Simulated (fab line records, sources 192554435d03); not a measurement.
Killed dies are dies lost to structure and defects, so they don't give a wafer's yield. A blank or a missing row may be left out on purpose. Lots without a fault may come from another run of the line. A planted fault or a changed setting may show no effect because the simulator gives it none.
fab line records | flow n5_finfet
record lots=3 wafers=9 last_day=15
route steps=1938 shown MOL_CONTACT_COAG@620 BEOL_M0_SAQP@632 BEOL_M0_CUTY@710 BEOL_M4@1111 PASSIVATION@1936
lots that met no fault: from a run of the same line without faults
start_h: hours from the record's first day to the start of the lot's first wafer shown | wait_h: hours since the lot's step before | " the same as in the row above | L1.1+2: a row that stands for several wafers | - no value, or no start given | * or withheld: withheld | < > ~ a bound
route shown NAME@n: a module of which the file shows steps, and the number in the route of the first | usual: mean/standard deviation of fault-free wafers | same: alike in all rows | chamber/n: place in a boat | sites: the reading at each site | _std_site: their standard deviation | _edge_site: outer sites' mean less inner sites' | radius_mm: how far each site lies from the wafer's centre | mask NAME#n: copy n | behind: the tool/chamber that last shaped the wafer | hold: why the lot was held/for how many hours/how that ended | device: the transistor (n, p or np) that didn't switch | end of line: the same wafers' tests at the end of the route | a step without rows: its recipe alone | killed: dies lost to structure and defects at the first sort, not the wafer's yield | map: a wafer's dies, x killed, . not, _ none there
set.NAME: the setting as run; set.NAME@STEP: as run at that earlier step | model.NAME: the simulator's own value behind a step, which no gauge read
lots at some steps of the route; a table a step, a row a wafer
services: from which hour (start_h, from the record's first day; less than 0 if before it) a tool's chamber was out of use, for how many hours, and why
## steps
# step N5_MOL_CONTACT_COAG_PRECLEAN_138
# recipe chemistry=alkaline_clean temp_c=60 time_s=60 do_ppb=50
# step N5_MOL_CONTACT_COAG_SRD_139
# recipe dry=ipa_marangoni time_s=30 temp_c=23 rinse_liquid=diw
# step N5_MOL_CONTACT_COAG_PRE_CLEAN_121
# recipe gas=H2/He time_s=* temp_c=withheld
# step N5_MOL_CONTACT_COAG_CVD_140
# recipe material=W target_thk_a=665 mode=selective_fill temp_c=300 time_s=215
# step N5_MOL_CONTACT_COAG_PRECLEAN_127
# recipe chemistry=DIW time_s=57.5 temp_c=23
# step N5_MOL_CONTACT_COAG_SRD_128
# recipe dry_time_s=32 dry=n2_spin spin_rpm=1500
# step N5_MOL_CONTACT_COAG_CMP_52
# recipe stop_on=SiO2 t_overpolish_s=1.5 post_cmp_clean=w_dilute_nh4oh down_force_psi=4 platen_rpm=50.289 pad_velocity_m_s=1.0006 target_thk_nm=66.5
# step N5_MOL_CONTACT_COAG_ANNEAL_112
# recipe temp_c=400 time_s=1800 ambient=HPD2 pressure_atm=10
# step N5_BEOL_M0_SAQP_PECVD_00
# recipe material=SiCN target_thk_a=80 temp_c=withheld precursor=3MS/NH3 pressure_torr=3 rf_w=202 time_s=14
# usual showerhead_plenum_p_Torr=3.667/0.015 throttle_valve_pct=9.2/0.43
# columns lot.wafer tool chamber start_h wait_h showerhead_plenum_p_Torr throttle_valve_pct
L724.2 pecvd-02 0 123.50 0.2 3.659 9.4
L724.4 " 1 " " 3.688 9.6
L724.5 " 2 " " 3.647 8.8
L728.1 pecvd-02 2 148.44 0.2 3.646 8.7
L728.4 " 2 " " 3.647 8.7
L728.6 " 0 " " 3.646 9.3
L738.1 pecvd-04 1 205.92 0.2 3.664 9.4
L738.5 " 2 " " 3.671 8.7
L738.6 " 0 " " 3.676 9.5
# step N5_BEOL_M0_SAQP_ILD_DEP_01
# recipe material=SiOC target_thk_a=454.19 temp_c=350 precursor=DEMS/O2 pressure_torr=5 rf_w=500 time_s=8.7
# step N5_BEOL_M0_SAQP_HM_DEP_02
# recipe material=TiN target_thk_a=120 temp_c=25 chamber_pressure_pa=0.49996
# step N5_BEOL_M0_SAQP_PECVD_03
# recipe material=SiCN target_thk_a=120 temp_c=withheld precursor=3MS/NH3 pressure_torr=3 rf_w=202 time_s=21.1
# step N5_BEOL_M0_SAQP_PECVD_96
# recipe material=a-Si target_thk_a=450 temp_c=350 precursor=SiH4/He pressure_torr=3 rf_w=100 time_s=45.2
# step N5_BEOL_M0_SAQP_PECVD_97
# recipe material=SiNx target_thk_a=230 temp_c=350 precursor=SiH4/NH3/N2 pressure_torr=1.5 rf_w=300 time_s=19.9
# step N5_BEOL_M0_SAQP_PECVD_04
# recipe material=a-Si target_thk_a=600 temp_c=350 precursor=SiH4/He pressure_torr=3 rf_w=100 time_s=60.2
# step N5_BEOL_M0_SAQP_HM_DEP_111
# recipe material=SiO2 target_thk_a=120 temp_c=400 precursor=SiH4/N2O pressure_torr=0.75 rf_w=275 time_s=7.2
# step N5_BEOL_M0_SAQP_COAT_81
# recipe resist=SOC temp_c=250 time_s=60 spin_rpm=1500 resist_thk_nm=100
# step N5_BEOL_M0_SAQP_COAT_82
# recipe resist=SiARC temp_c=220 time_s=60 spin_rpm=1500 resist_thk_nm=30
# step N5_BEOL_M0_SAQP_COAT_08
# recipe resist=CAR-ArF spin_rpm=1500 resist_thk_nm=90
# step N5_BEOL_M0_SAQP_EBR_10
# recipe solvent=PGMEA ebr_width_mm=1.5
# step N5_BEOL_M0_SAQP_SOFTBAKE_09
# recipe temp_c=110 time_s=60 resist=CAR-ArF
# step N5_BEOL_M0_SAQP_EXPOSE_11
# recipe mask_id=M0_CORE na=1.35 source_shape=dipole sigma_inner=0.538 sigma_outer=0.738 polarization=te target_cd_nm=42 dose_mj=55
# step N5_BEOL_M0_SAQP_PEB_12
# recipe peb_temp_c=withheld peb_time_s=60 resist=CAR-ArF
# step N5_BEOL_M0_SAQP_DEVELOP_13
# recipe develop_time_s=30 developer=TMAH resist=CAR-ArF dev_temp_c=23 rinse_liquid=diw dry=air_spin
# step N5_BEOL_M0_SAQP_DESCUM_19
# recipe chemistry=O2 time_s=7.9 source_power_w=50 bias_power_w=20 pressure_mtorr=20 rf_frequency_hz=2.712e+07 temp_c=40 resist=CAR-ArF o2_flow_sccm=225
# step N5_BEOL_M0_SAQP_ETCH_83
# recipe chemistry=CF4 target=SiARC target_depth_a=390 mask_material=CAR-ArF time_s=65 ion_energy_ev=80 pressure_mtorr=40 source_w=545 bias_w=36 Ar_flow_sccm=100 cf4_flow_sccm=100 ends=cleared
# step N5_BEOL_M0_SAQP_ETCH_84
# recipe chemistry=N2/H2 target=SOC target_depth_a=1000 overetch_a=200 mask_material=SiARC temp_c=40 time_s=150 ion_energy_ev=200 pressure_mtorr=30 source_w=840 bias_w=150 n2_flow_sccm=200 h2_flow_sccm=200
# step N5_BEOL_M0_SAQP_STRIP_80
# recipe chemistry=N2/H2 temp_c=40 n2_flow_sccm=200 h2_flow_sccm=200 rf_frequency_hz=6e+07
# step N5_BEOL_M0_SAQP_HM_OPEN_112
# recipe chemistry=CHF3/O2 target=SiO2 stop_on=a-Si target_depth_a=120 over_etch_frac=1.25 mask_material=SOC time_s=13.5 pressure_mtorr=30 source_w=650 bias_w=170 Ar_flow_sccm=200 CHF3_flow_sccm=50 O2_flow_sccm=5 ion_energy_ev=200 ends=end_point
# step N5_BEOL_M0_SAQP_STRIP_113
# recipe chemistry=CHF3/O2 resist=SiARC rf_frequency_hz=6e+07
# step N5_BEOL_M0_SAQP_MANDREL_ETCH_20
# recipe target_depth_a=600 chemistry=HBr/Cl2 target=a-Si stop_on=SiNx bt_time_s=10 mask_material=SOC over_etch_frac=0.5 time_s=30 pressure_mtorr=10 icp_w=800 bias_w=75 HBr_flow_sccm=150 Cl2_flow_sccm=80 ends=end_point
# step N5_BEOL_M0_SAQP_STRIP_86
# recipe chemistry=N2/H2 power_w=500 temp_c=40 pressure_mtorr=50 rf_frequency_hz=6e+07 overash_fraction=0.3 bias_power_w=28 h2_frac=0.5 n2_flow_sccm=300 h2_flow_sccm=300
# step N5_BEOL_M0_SAQP_STRIP_115
# recipe chemistry=post_etch_residue_remover time_s=60 temp_c=25 remover_ph=withheld remover_water_wt_pct=withheld remover_fluoride_wt_pct=withheld
# step N5_BEOL_M0_SAQP_SRD_93
# recipe dry=ipa_marangoni time_s=30 temp_c=23 rinse_liquid=diw
# step N5_BEOL_M0_SAQP_INSPECT_42
# recipe mode=adi inspect_instrument=brightfield
# usual raw_defect_count=320/100
# columns lot.wafer tool chamber start_h wait_h raw_defect_count
L724.2 defect_inspect-02 - 130.46 0.0 172
L724.4 " - " " 280
L724.5 " - " " 368
L728.1 defect_inspect-01 - 155.88 0.1 280
L728.4 " - " " 264
L728.6 " - " " 874
L738.1 defect_inspect-02 - 212.12 0.1 372
L738.5 " - " " 406
L738.6 " - " " 302
# step N5_BEOL_M0_CUTY_INSPECT_59
# recipe mode=adi inspect_instrument=macro
# usual raw_defect_count=2.2/1.4
# columns lot.wafer tool chamber start_h wait_h raw_defect_count
L724.2 defect_inspect-02 - 131.94 0.0 3
L724.4 " - " " 0
L724.5 " - " " 4
L728.1 defect_inspect-02 - 157.27 0.0 1
L728.4 " - " " 4
L728.6 " - " " >300
L738.1 defect_inspect-01 - 213.38 0.0 0
L738.5 " - " " 4
L738.6 " - " " 4
# step N5_BEOL_M4_RC_MEAS_101
# usual DIBL_N=36.8/2.2 DIBL_P=37.0/2.8 IOFF_N=0.18/0.043 IOFF_P=0.23/0.05 ION_N=680/14 ION_P=466/9.1 SS_N=71.7/0.74 SS_P=73.5/0.79 VT_N=248/4 VT_P=-249/4.1
# columns lot.wafer tool chamber start_h wait_h DIBL_N[mV/V] DIBL_P[mV/V] IOFF_N[nA/um] IOFF_P[nA/um] ION_N[uA/um] ION_P[uA/um] SS_N[mV/dec] SS_P[mV/dec] VT_N[mV] VT_P[mV]
L724.2 prober-01 0 197.31 0.2 36.7 38.5 0.20 0.21 691 466 71.5 73.7 244 -252
L724.4 " 0 " " 36.3 37.7 0.18 0.20 678 459 71.3 73.6 247 -249
L724.5 " 0 " " 33.0 34.5 0.13 0.16 678 454 70.8 72.5 251 -256
L728.1 prober-02 0 203.33 0.0 37.4 36.4 0.17 0.24 682 468 72.3 73.7 250 -248
L728.4 " 0 " " 37.2 36.4 0.16 0.23 680 468 71.4 73.6 247 -246
L728.6 " 0 " " 34.5 33.6 0.12 0.18 671 466 71.1 72.3 253 -253
L738.1 prober-02 0 260.66 0.0 38.3 35.9 0.17 0.24 680 472 71.2 72.7 247 -248
L738.5 " 0 " " 39.6 37.6 0.21 0.28 688 472 72.2 73.5 245 -243
L738.6 " 0 " " 36.5 32.5 0.13 0.19 666 464 71.9 72.2 253 -252
# step N5_PASSIVATION_PROBE_49
# usual defect_limited_yield=91.4/1.5 killed_at_M0_to_M3=36/11 killed_at_M4_up=14/6 killed_at_contacts=11/6 killed_at_front_end=37/11 killed_at_other=4/3.4 killed_dies=102/18 killed_open=66/13 killed_short=34/7.8 sort_bin_5_function=5.0/0.97 sort_bin_6_memory=3.2/0.7 sort_n_pass=1078/19 sort_yield_pct=91.3/1.6
# same gross_dies=1180 killed_at_back_side=0 sort_bin_4_leakage[%]=0 sort_bin_8_speed[%]=0
# columns lot.wafer tool chamber start_h wait_h defect_limited_yield[%] killed_at_M0_to_M3 killed_at_M4_up killed_at_contacts killed_at_front_end killed_at_other killed_dies killed_open killed_short sort_bin_5_function[%] sort_bin_6_memory[%] sort_n_pass sort_yield_pct[%]
L728.6 prober-01 - 306.52 0.3 82.3 149 13 8 36 3 209 52 35 11.4 3.5 971 82.3
L724.5 prober-02 - 306.60 0.2 90.0 33 19 17 42 7 118 73 44 5.7 3.5 1062 90.0
# killed by level:class
L728.6 BEOL_M0_SAQP:unspecified=119 BEOL_M4:geometric_particle:open=9 FIN_SAQP:geometric_particle:short=8 BEOL_M1:geometric_particle:open=8 GATE_CUT:geometric_particle:short=6 STI_FIN_REVEAL:geometric_particle:open=5 BEOL_M0_SAQP:geometric_particle:short=5 MOL_CONTACT_COAG:geometric_particle:short=5
L724.5 MOL_CONTACT_COAG:geometric_particle:open=14 STI_FIN_REVEAL:geometric_particle:open=9 BEOL_M4:geometric_particle:open=9 GATE_CUT:geometric_particle:short=8 BEOL_M0_SAQP:geometric_particle:open=8 BEOL_M0_SAQP:geometric_particle:short=8 BEOL_M3:geometric_particle:open=6 STI_FIN_REVEAL:geometric_particle:short=5
# map L728.6 (x killed, . not)
_________________.......x....________________
______________...x...x........x._____________
___________.....x.....x...xx....x..__________
__________..............x..xx......._________
________.............x..x............._______
_______..............................x.______
______..xx..................x..........._____
_____...............x.......x............____
____.....................x................___
___........xx....x.........x...............__
___.....................x..........x.......__
__..................................x......._
__...................x.....x...x...x..xx...._
_..........x........x........................
_.x...x..x..............x...............x....
_....xx...x.x..........x.......x...x.x.......
_....xxxx.xx......xx........x................
_...xxxxxxx.x.x.............x.....x.....x.x..
_x.xxxxxxxxxx.xxx....x.......................
_..xxxxxxxxxxxxx..x.....x...................x
_..xxxxxxxxxxx..........x....................
__.xxxxxxxxxxxx.x...........x...xx.........._
__.xxxxxxxxxxxxx.x..................xx......_
___.xxxxxxxxxxxxxx.....x...xx..............__
___xx.xxxxxxxxxx..........x................__
____.xxxxxxx...................x.......x..___
_____...xxx..x....x...xx.x........x...x..____
______...x........x.......x.......x....._____
_______x...x...........................______
________..........xx.................._______
__________......................x.x._________
___________.......................x__________
______________..........x.....x._____________
_________________....x.......________________
# map L724.5 (x killed, . not)
_________________x........x..________________
______________x................._____________
___________.x..x...........x.......__________
__________...x...............x......_________
________...xxx....x..x.x......x......._______
_______.....xx..................xx.....______
______..................x...x......x...._____
_____x.....x..........x..........x.......____
____....................................x.___
___...............................x....xx..__
___....x........x....x.....................__
__...xx.x.......xxxx..x.......x....x........_
__..................................x...x..._
_...x...x..............x..........x..........
_.x........x.......x.......x.....x...........
_.....xx..x...............................x..
_....x........x..x....x.....x.x..........x...
_.x............xx.....x....x...............x.
_x.......x..x...........x....................
_..x..............x.............x....x.......
_.............xx.................x...........
__....................x..x..........x.xx...._
__.....x..x.............x............x......_
___.........x.x.......x.....x.............x__
___..x...........x.............x...........__
____.......x....................x....x....___
_____..xx.....x..........................____
______............................x....._____
_______x..............x............x...______
________........................x....._______
__________...x...x.................._________
___________...xx..x................__________
______________x..............x.._____________
_________________.....x......________________
## services
# columns tool chamber start_h hours kind
pecvd-02 - 137.52 0.7 repair
pecvd-04 2 170.47 2.1 scheduled_down
pecvd-02 1 205.67 4.9 repair
## key
first_sign step=N5_BEOL_M0_SAQP_INSPECT_42 reading=raw_defect_count direction=up sigmas=5.5 usual=320 struck=874
effect step=N5_BEOL_M0_CUTY_INSPECT_59 reading=raw_defect_count direction=up sigmas=99+ usual=2.2 struck=>300
effect step=N5_PASSIVATION_PROBE_49 reading=killed_at_M0_to_M3 direction=up sigmas=11 usual=36 struck=149
more_kills_born_at N5_BEOL_M0_SAQP_PECVD_00@pecvd-02=119
met_at N5_BEOL_M0_SAQP_PECVD_00
struck_wafers L728.6
onset_between 123.50 148.44
fault kind=chamber_particle_source tool=pecvd-02 chamber=0 onset_h=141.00 steps=N5_BEOL_M0_SAQP_PECVD_00 rate_per_visit_cm2=0.87587 end_h=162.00
